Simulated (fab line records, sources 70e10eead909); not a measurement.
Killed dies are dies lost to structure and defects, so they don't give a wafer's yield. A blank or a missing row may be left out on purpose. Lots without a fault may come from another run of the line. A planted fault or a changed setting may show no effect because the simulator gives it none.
fab line records | flow nand_harc
record lots=6 wafers=18 last_day=33
route steps=1302 shown THIN_TSV@1257 END@1302
lots that met no fault: from a run of the same line without faults
start_h: hours from the record's first day to the start of the lot's first wafer shown | wait_h: hours since the lot's step before | " the same as in the row above | L1.1+2: a row that stands for several wafers | - no value, or no start given | * or withheld: withheld | < > ~ a bound
route shown NAME@n: a module of which the file shows steps, and the number in the route of the first | usual: mean/standard deviation of fault-free wafers | same: alike in all rows | chamber/n: place in a boat | sites: the reading at each site | _std_site: their standard deviation | _edge_site: outer sites' mean less inner sites' | radius_mm: how far each site lies from the wafer's centre | mask NAME#n: copy n | behind: the tool/chamber that last shaped the wafer | hold: why the lot was held/for how many hours/how that ended | device: the transistor (n, p or np) that didn't switch | end of line: the same wafers' tests at the end of the route | a step without rows: its recipe alone | killed: dies lost to structure and defects at the first sort, not the wafer's yield | map: a wafer's dies, x killed, . not, _ none there
set.NAME: the setting as run; set.NAME@STEP: as run at that earlier step | model.NAME: the simulator's own value behind a step, which no gauge read
lots at some steps of the route; a table a step, a row a wafer
services: from which hour (start_h, from the record's first day; less than 0 if before it) a tool's chamber was out of use, for how many hours, and why
## steps
# step NHARC_THIN_TSV_PEB_10
# recipe peb_temp_c=118 peb_time_s=85
# step NHARC_THIN_TSV_DEVELOP_11
# recipe time_s=70
# step NHARC_THIN_TSV_CD_MEAS_12
# recipe target_cd_nm=1000 landing_energy_ev=500
# usual cd_nm=999.7/1.5
# same landing_energy_ev=500
# columns lot.wafer tool chamber start_h wait_h cd_nm
L491.1 cd_sem-01 0 601.89 - 998.0
L491.5 " 0 " " 1001.2
L491.6 " 0 " " 1000.5
L492.1 cd_sem-03 0 609.44 - 998.9
L492.2 " 0 " " 996.2
L492.5 " 0 " " 999.3
L499.2 cd_sem-02 0 648.94 - 998.7
L499.5 " 0 " " 999.9
L499.6 " 0 " " 998.5
L509.2 cd_sem-01 0 755.79 - 1001.6
L509.4 " 0 " " 998.5
L509.6 " 0 " " 999.8
L508.2 cd_sem-01 0 757.01 - 997.9
L508.3 " 0 " " 997.8
L508.5 " 0 " " 999.6
L511.2 cd_sem-03 0 782.05 - 1003.7
L511.3 " 0 " " 1004.2
L511.6 " 0 " " 1003.4
# step NHARC_THIN_TSV_HARDBAKE_13
# recipe temp_c=125 time_s=80
# step NHARC_THIN_TSV_DESCUM_14
# recipe time_s=3 o2_flow_sccm=200 ar_flow_sccm=0 bias_power_w=0 chemistry=O2
# usual drypump_motor_current_A=5.9/0.43 oes_product_au=1.002/0.0087 rf_vpp_V=57.9/0.89 showerhead_plenum_p_Torr=1.95/0.074 throttle_valve_pct=11.311/0.0094
# columns lot.wafer tool chamber start_h wait_h drypump_motor_current_A oes_product_au rf_hours_counter_h rf_vpp_V showerhead_plenum_p_Torr throttle_valve_pct
L491.1 rie_diel-06 3 602.07 - 5.7 1.001 6.2 57.8 1.99 11.298
L491.5 " 1 " " 6.4 1.003 - 57.4 1.97 11.317
L491.6 " 2 " " 5.5 1.002 - 56.9 2.00 11.311
L492.1 rie_diel-08 1 609.59 - 6.3 1.009 2.7 56.6 2.04 11.330
L492.2 " 0 " " 5.7 1.000 2.8 56.8 1.89 11.300
L492.5 " 2 " " 5.8 1.011 - 56.0 1.80 11.310
L499.2 rie_diel-08 0 649.13 - 5.7 0.998 5.7 58.3 1.89 11.327
L499.5 " 1 " " 6.3 1.018 - 58.0 2.04 11.317
L499.6 " 2 " " 5.8 1.009 - 57.9 1.80 11.305
L509.4 rie_diel-07 2 755.95 - 5.7 0.994 6.0 57.6 1.95 11.310
L509.2 " 1 " " 6.5 0.986 5.8 58.6 2.02 11.289
L509.6 " 3 " " 5.9 0.997 - 57.4 1.94 11.324
L508.3 rie_diel-06 3 757.19 - 5.7 0.988 1.7 57.1 1.99 11.324
L508.2 " 0 " " 5.9 1.013 3.3 58.6 1.96 11.305
L508.5 " 2 " " 5.5 0.996 - 57.7 1.99 11.321
L511.3 rie_diel-07 0 782.21 - 6.4 1.003 6.7 58.5 2.00 11.312
L511.2 " 3 " " 5.9 1.011 5.9 57.1 1.94 11.315
L511.6 " 0 " " 6.4 0.998 - 58.5 2.00 11.308
# step NHARC_THIN_TSV_ETCH_44
# recipe target_depth_a=15942 time_s=797.1 cf4_flow_sccm=150 o2_flow_sccm=10 ar_flow_sccm=0 rf_w=300 bias_w=800 chemistry=CF4/O2
# usual drypump_motor_current_A=5.9/0.42 oes_product_au=1.002/0.009 rf_vpp_V=797/4.1 showerhead_plenum_p_Torr=1.87/0.065 throttle_valve_pct=16.914/0.0088
# columns lot.wafer tool chamber start_h wait_h drypump_motor_current_A oes_product_au rf_hours_counter_h rf_vpp_V showerhead_plenum_p_Torr throttle_valve_pct
L491.1 rie_diel-06 1 602.14 0.1 6.4 0.987 3.1 798 1.88 16.904
L491.5 " 1 " " 6.4 0.993 - 797 1.88 16.912
L491.6 " 2 " " 5.5 0.997 - 798 1.91 16.907
L492.1 rie_diel-08 0 609.68 0.1 5.7 0.999 2.9 793 1.81 16.911
L492.2 " 1 " " 6.3 1.006 2.8 801 1.95 16.914
L492.5 " 1 " " 6.3 1.016 - 801 1.95 16.940
L499.2 rie_diel-08 0 649.30 0.2 5.7 0.999 5.8 793 1.81 16.929
L499.5 " 2 " " 5.8 1.000 - 788 1.73 16.911
L499.6 " 3 " " 4.8 1.008 - 785 1.71 16.922
L509.2 rie_diel-07 1 756.03 0.1 6.5 0.998 5.9 802 1.93 16.922
L509.4 " 3 " " 5.9 0.994 5.4 795 1.85 16.910
L509.6 " 2 " " 5.7 1.001 - 796 1.87 16.930
L508.3 rie_diel-06 0 757.37 0.2 5.9 1.008 3.4 797 1.87 16.938
L508.2 " 1 " " 6.4 0.997 4.6 797 1.88 16.916
L508.5 " 2 " " 5.5 0.996 - 799 1.90 16.898
L511.2 rie_diel-07 3 782.35 0.1 5.9 0.997 6.0 796 1.86 16.921
L511.3 " 0 " " 6.4 1.004 6.8 797 1.91 16.908
L511.6 " 2 " " 5.6 1.000 - 797 1.87 16.906
# step NHARC_THIN_TSV_ETCH_15
# recipe target_depth_a=30000 bosch_target_overetch_cycles=2 bosch_etch_step_s=2.8 bosch_dep_step_s=1.2 bosch_cycles=14
# usual drypump_motor_current_A=5.8/0.42
# columns lot.wafer tool chamber start_h wait_h drypump_motor_current_A rf_hours_counter_h
L491.1 rie_si-03 3 602.74 - 5.3 0.1
L491.5 " 0 " " 6.0 -
L491.6 " 1 " " 5.1 -
L492.1 rie_si-03 2 610.25 - 6.5 0.1
L492.2 " 3 " " 5.3 0.1
L492.5 " 2 " " 6.5 -
L499.2 rie_si-05 0 649.77 - 5.5 1.1
L499.5 " 3 " " 5.8 -
L499.6 " 0 " " 5.5 -
L509.4 rie_si-05 1 756.59 - 5.3 0.6
L509.2 " 0 " " 5.5 0.6
L509.6 " 1 " " 5.3 -
L508.3 rie_si-05 2 757.83 - 6.0 0.5
L508.2 " 0 " " 5.5 0.6
L508.5 " 2 " " 6.0 -
L511.2 rie_si-01 2 782.87 - 6.1 0.3
L511.3 " 3 " " 6.4 0.4
L511.6 " 1 " " 5.9 -
# step NHARC_THIN_TSV_CD_MEAS_16
# usual cd_nm=999.6/1.7
# columns lot.wafer tool chamber start_h wait_h cd_nm
L491.1 cd_sem-03 - 602.85 0.1 997.6
L491.5 " - " " 1000.8
L491.6 " - " " 999.8
L492.1 cd_sem-01 - 610.39 0.1 999.2
L492.2 " - " " 995.4
L492.5 " - " " 999.5
L499.2 cd_sem-03 - 649.90 0.1 999.3
L499.5 " - " " 998.9
L499.6 " - " " 999.2
L509.2 cd_sem-01 - 756.74 0.1 1001.1
L509.4 " - " " 998.3
L509.6 " - " " 1000.0
L508.2 cd_sem-02 - 757.97 0.1 997.5
L508.3 " - " " 997.4
L508.5 " - " " 999.1
L511.2 cd_sem-03 - 783.02 0.1 1002.8
L511.3 " - " " 1005.5
L511.6 " - " " 1004.3
# step NHARC_THIN_TSV_STRIP_45
# recipe power_w=1500 temp_c=250 chemistry=O2
# usual drypump_motor_current_A=5.6/0.67 heater_power_w=336/28
# columns lot.wafer tool chamber start_h wait_h drypump_motor_current_A heater_power_w rf_hours_counter_h
L491.1 plasma_asher-01 1 602.97 0.1 6.6 338 14
L491.6 " 0 " " 5.4 310 -
L491.5 " 1 " " 6.5 343 -
L492.2 plasma_asher-01 0 611.95 1.6 5.4 312 19
L492.1 " 1 " " 6.5 342 19
L492.5 " 0 " " 5.4 310 -
L499.2 plasma_asher-01 0 650.02 0.1 5.3 302 28
L499.5 " 1 " " 6.6 345 -
L499.6 " 0 " " 5.3 304 -
L509.2 plasma_asher-02 1 756.86 0.1 5.0 377 32
L509.4 " 0 " " 4.9 323 -
L509.6 " 0 " " 4.9 317 -
L508.2 plasma_asher-01 1 758.04 0.1 6.6 330 10
L508.3 " 0 " " 5.4 310 -
L508.5 " 0 " " 5.4 308 -
L511.2 plasma_asher-01 0 783.09 0.1 5.4 320 16
L511.3 " 1 " " 6.6 332 -
L511.6 " 0 " " 5.4 319 -
# step NHARC_THIN_TSV_STRIP_46
# recipe time_s=1200 temp_c=72.5 chemistry=post_etch_residue_remover
# step NHARC_THIN_TSV_DEP_47
# recipe target_thk_a=2000 temp_c=withheld pressure_torr=6.5 rf_w=900 teos_flow_sccm=161.4 flow_sccm=2650 target_thk_nm=200 gas=O2 material=SiO2
# step NHARC_THIN_TSV_ETCHBACK_48
# recipe target_depth_a=10285 over_etch_frac=0.3 time_s=405.17 ion_energy_ev=250 c4f8_flow_sccm=withheld ar_flow_sccm=withheld rf_w=600 bias_w=300 chemistry=C4F8/Ar
# usual oes_product_au=0.95/0.031 rf_vpp_V=548/3.2
# columns lot.wafer tool chamber start_h wait_h oes_product_au rf_hours_counter_h rf_vpp_V
L491.1 rie_diel-06 3 604.12 - 0.92 6.7 551
L491.5 " 3 " " 0.92 - 551
L491.6 " 0 " " 0.98 - 549
L492.1 rie_diel-07 3 613.17 - 0.92 6.8 547
L492.2 " 0 " " 0.92 7.3 551
L492.5 " 3 " " 0.91 - 548
L499.2 rie_diel-06 0 651.18 - 0.93 9.2 548
L499.6 " 0 " " 0.94 - 549
L499.5 " 1 " " 0.92 - 549
L509.4 rie_diel-08 1 758.04 - 0.93 2.1 552
L509.2 " 2 " " 0.92 1.5 541
L509.6 " 1 " " 0.95 - 552
L508.3 rie_diel-07 1 759.28 - 0.92 6.4 552
L508.2 " 3 " " 0.93 5.7 547
L508.5 " 0 " " 0.92 - 551
L511.3 rie_diel-08 3 784.29 - 0.99 3.2 541
L511.2 " 2 " " 0.99 3.2 543
L511.6 " 0 " " 0.99 - 545
# step NHARC_THIN_TSV_STRIP_62
# recipe power_w=1500 temp_c=250 time_s=20 chemistry=N2/H2
# usual drypump_motor_current_A=5.5/0.65 heater_power_w=338/29
# columns lot.wafer tool chamber start_h wait_h drypump_motor_current_A heater_power_w rf_hours_counter_h
L491.1 plasma_asher-01 0 604.70 - 5.4 308 15
L491.5 " 0 " " 5.4 299 -
L491.6 " 1 " " 6.6 332 -
L492.1 plasma_asher-01 0 613.49 - 5.4 304 19
L492.2 " 1 " " 6.6 339 19
L492.5 " 1 " " 6.6 342 -
L499.2 plasma_asher-01 0 651.56 - 5.4 311 28
L499.6 " 1 " " 6.6 335 -
L499.5 " 0 " " 5.4 302 -
L509.2 plasma_asher-01 1 758.39 - - - -
L509.4 " 1 " " - - -
L509.6 " 0 " " - - -
L508.2 plasma_asher-01 0 759.62 - - - -
L508.3 " 1 " " - - -
L508.5 " 1 " " - - -
L511.2 plasma_asher-01 0 784.65 - 5.4 310 16
L511.3 " 1 " " 6.6 329 -
L511.6 " 0 " " 5.4 322 -
# step NHARC_THIN_TSV_DEGAS_49
# recipe temp_c=300 time_s=120
# step NHARC_END_SORT_01
# recipe temp_c=25
# usual defect_limited_yield=91.4/2.9 killed_at_array=54/20 killed_at_other=0.9/1.1 killed_at_periphery=3.8/2.4 killed_dies=58/20 killed_open=3.5/1.9 killed_short=2.5/1.6 sort_bin_2_pct=3.1/1.2 sort_bin_3_pct=0.6/0.39 sort_bin_4_pct=4.9/1.7 sort_n_pass=619/20 sort_rim_yield_pct=91/4.3 sort_yield_pct=91.4/2.9
# same gross_dies=677 sort_bin_5_pct[%]=0 sort_bin_6_pct[%]=0 sort_bin_7_pct[%]=0 sort_bin_8_pct[%]=0 sort_rim_n_gross=106.00
# columns lot.wafer tool chamber start_h wait_h defect_limited_yield[%] killed_at_array killed_at_other killed_at_periphery killed_dies killed_open killed_short sort_bin_2_pct[%] sort_bin_3_pct[%] sort_bin_4_pct[%] sort_n_pass sort_rim_yield_pct[%] sort_yield_pct[%]
L491.1 prober-01 0 617.14 2.5 96.0 24 2 1 27 0 3 0.6 0.4 3.0 650 93 96.0
L491.5 prober-01 0 620.30 3.7 95.3 29 3 0 32 4 4 1.2 0 3.5 645 94 95.3
L491.6 prober-01 0 621.09 3.9 96.6 19 3 1 23 0 1 1.2 0.6 1.6 654 97 96.6
L509.2 prober-01 0 771.47 2.8 91.7 43 9 4 56 10 1 3.2 0.6 4.4 621 96 91.7
L509.4 prober-01 0 773.05 3.4 90.7 47 9 7 63 7 7 3.5 0.7 5.0 614 90 90.7
L509.6 prober-01 0 774.63 3.9 89.8 53 10 6 69 12 5 3.2 0.7 6.2 608 92 89.8
L508.2 prober-02 0 777.97 2.8 93.2 35 8 3 46 10 7 2.7 0.6 3.5 631 88 93.2
L508.3 prober-02 0 778.78 3.1 93.1 34 9 4 47 14 2 2.8 0.3 3.8 630 89 93.1
L508.5 prober-02 0 780.38 3.7 92.6 41 5 4 50 7 1 1.8 0.7 4.9 627 93 92.6
# killed by level:class
L491.1 A_ZERO_WELL:chamber_film_flake=6 A_CONTACT:chamber_film_flake=6 A_CHANNEL_HOLE_D2:chamber_film_flake=5 A_ONON_D2:geometric_particle:short=2 A_STAIRCASE:chamber_film_flake=2 THIN_TSV:chamber_film_flake=2 A_SOURCE_PLATE:geometric_particle:short=1 P_M0:chamber_film_flake=1
L491.5 A_CHANNEL_HOLE_D1:chamber_film_flake=6 A_STAIRCASE:chamber_film_flake=5 A_CHANNEL_HOLE_D2:chamber_film_flake=4 A_CONTACT:chamber_film_flake=4 THIN_TSV:chamber_film_flake=3 A_DECK1_JOINT:geometric_particle:open=2 A_ONON_D2:geometric_particle:short=2 A_CHANNEL_HOLE_D1:geometric_particle:short=1
L491.6 A_CHANNEL_HOLE_D2:chamber_film_flake=8 A_CONTACT:chamber_film_flake=6 A_ZERO_WELL:chamber_film_flake=3 THIN_TSV:chamber_film_flake=3 A_CHANNEL_FILL_D1:geometric_particle:short=1 P_ZERO_WELL:chamber_film_flake=1 A_SLIT:chamber_film_flake=1
L509.2 A_CHANNEL_HOLE_D2:chamber_film_flake=26 A_CHANNEL_HOLE_D1:chamber_film_flake=9 THIN_TSV:geometric_particle:open=7 A_SLIT:chamber_film_flake=4 P_ZERO_WELL:chamber_film_flake=2 A_STAIRCASE:chamber_film_flake=2 P_STI:geometric_particle:open=1 A_SOURCE_PLATE:geometric_particle:open=1
L509.4 A_CHANNEL_HOLE_D2:chamber_film_flake=23 A_CHANNEL_HOLE_D1:chamber_film_flake=8 THIN_TSV:geometric_particle:open=4 P_GATE:chamber_film_flake=4 THIN_TSV:geometric_particle:short=3 A_SLIT:chamber_film_flake=3 A_CONTACT:chamber_film_flake=3 A_CHANNEL_FILL_D2:geometric_particle:short=2
L509.6 A_CHANNEL_HOLE_D2:chamber_film_flake=25 A_CHANNEL_HOLE_D1:chamber_film_flake=12 THIN_TSV:geometric_particle:open=7 A_SLIT:chamber_film_flake=4 THIN_TSV:geometric_particle:short=2 P_M0:chamber_film_flake=2 A_WL_FILL:chamber_film_flake=2 P_M1:geometric_particle:open=1
L508.2 A_SLIT:chamber_film_flake=8 A_CONTACT:chamber_film_flake=7 THIN_TSV:geometric_particle:open=5 A_BLC:chamber_film_flake=4 THIN_TSV:geometric_particle:short=3 A_CHANNEL_HOLE_D1:chamber_film_flake=3 A_STAIRCASE:chamber_film_flake=3 A_CHANNEL_FILL_D2:geometric_particle:short=2
L508.3 A_SLIT:chamber_film_flake=15 THIN_TSV:geometric_particle:open=9 A_BLC:chamber_film_flake=5 A_STAIRCASE:chamber_film_flake=4 A_CONTACT:chamber_film_flake=4 A_WL_FILL:geometric_particle:short=2 P_STI:geometric_particle:open=1 P_CONTACT:geometric_particle:open=1
L508.5 A_CHANNEL_HOLE_D1:chamber_film_flake=17 A_SLIT:chamber_film_flake=10 A_BLC:chamber_film_flake=5 THIN_TSV:geometric_particle:open=4 A_CHANNEL_HOLE_D2:chamber_film_flake=3 A_CONTACT:chamber_film_flake=3 P_M2:chamber_film_flake=2 A_STAIRCASE:chamber_film_flake=2
# map L508.5 (x killed, . not)
____________.____________
_________......x_________
_______..........._______
______.............______
_____..........x...._____
____.................____
____.......x.........____
___........x..........___
___.....x..x.x........___
__.....................__
__.................x...__
_......................._
_..........x............_
_..........xx..........._
_......................._
_.........x.......x....._
.............x...........
.........................
.........................
.........................
..x......................
_......................._
_xx..x..x..............._
_xx..x.................._
_xx...x......x.........._
_xx...xx................_
__....xx...............__
__x.x...x.....x.....x..__
___....x.....x........___
___..xxxx...x.........___
____..xxx.......x....____
____.................____
_____..............._____
______....x........______
_______....x......_______
_________......._________
____________.____________
# map L509.6 (x killed, . not)
____________.____________
_________......._________
_______..........x_______
______..x..........______
_____...........x..._____
____.............x...____
____.......x...x.....____
___...................___
___...................___
__.....x...............__
__x....................__
_...x..................._
_.x......x.............._
_...x....x.............._
_..x................x..._
_......................._
.........................
x.................x....xx
.........................
.............x...........
........x................
_.............x.....x..._
_....x..x..............._
_..x.xx...x............._
_.....x.xx.x............_
_...x.xxx.x............._
__....xxx.xx...........__
__...xxxxx.x...........__
___...xxx.............___
___.x.xxxx...........x___
____.x.x.............____
____....x............____
_____.xx.........x.._____
______.......x.x...______
_______..........._______
_________.xx.x.._________
____________.____________
## services
# columns tool chamber start_h hours kind
rie_diel-08 2 581.42 3.8 repair
plasma_asher-02 - 603.07 9.0 pm
rie_si-05 3 608.48 6.1 repair
plasma_asher-01 - 610.14 1.6 repair
rie_diel-07 - 648.20 9.0 pm
rie_si-01 3 656.79 1.7 repair
rie_si-05 - 659.00 9.0 pm
rie_diel-06 - 661.20 9.0 pm
rie_si-01 3 672.04 24.2 repair
rie_diel-07 3 673.63 12.0 repair
rie_diel-08 - 683.93 0.5 repair
plasma_asher-01 - 697.11 9.0 pm
plasma_asher-01 0 697.11 9.0 vent_cycle
plasma_asher-01 1 697.11 9.0 vent_cycle
plasma_asher-01 0 706.11 - clean
plasma_asher-01 1 706.11 - clean
plasma_asher-01 - 717.72 0.4 repair
rie_diel-08 - 721.83 9.0 pm
rie_si-01 - 724.00 9.0 pm
rie_diel-06 3 734.73 21.2 repair
rie_diel-06 0 746.49 8.7 repair
rie_si-03 - 752.00 9.0 pm
rie_diel-08 2 777.70 4.0 repair
plasma_asher-02 - 780.07 9.0 pm
## key
first_sign step=NHARC_THIN_TSV_STRIP_62 reading=tool_record direction=missing
effect step=NHARC_END_SORT_01 reading=killed_at_other direction=up sigmas=7 usual=0.9 struck=8.3
met_at NHARC_THIN_TSV_STRIP_62
struck_wafers L508.2,L508.3,L508.5,L509.2,L509.4,L509.6
onset_between 651.56 758.39
fault kind=skipped_step_whole tool=plasma_asher-01 chamber=- onset_h=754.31 steps=NHARC_THIN_TSV_STRIP_62 scope=struck_lots_only
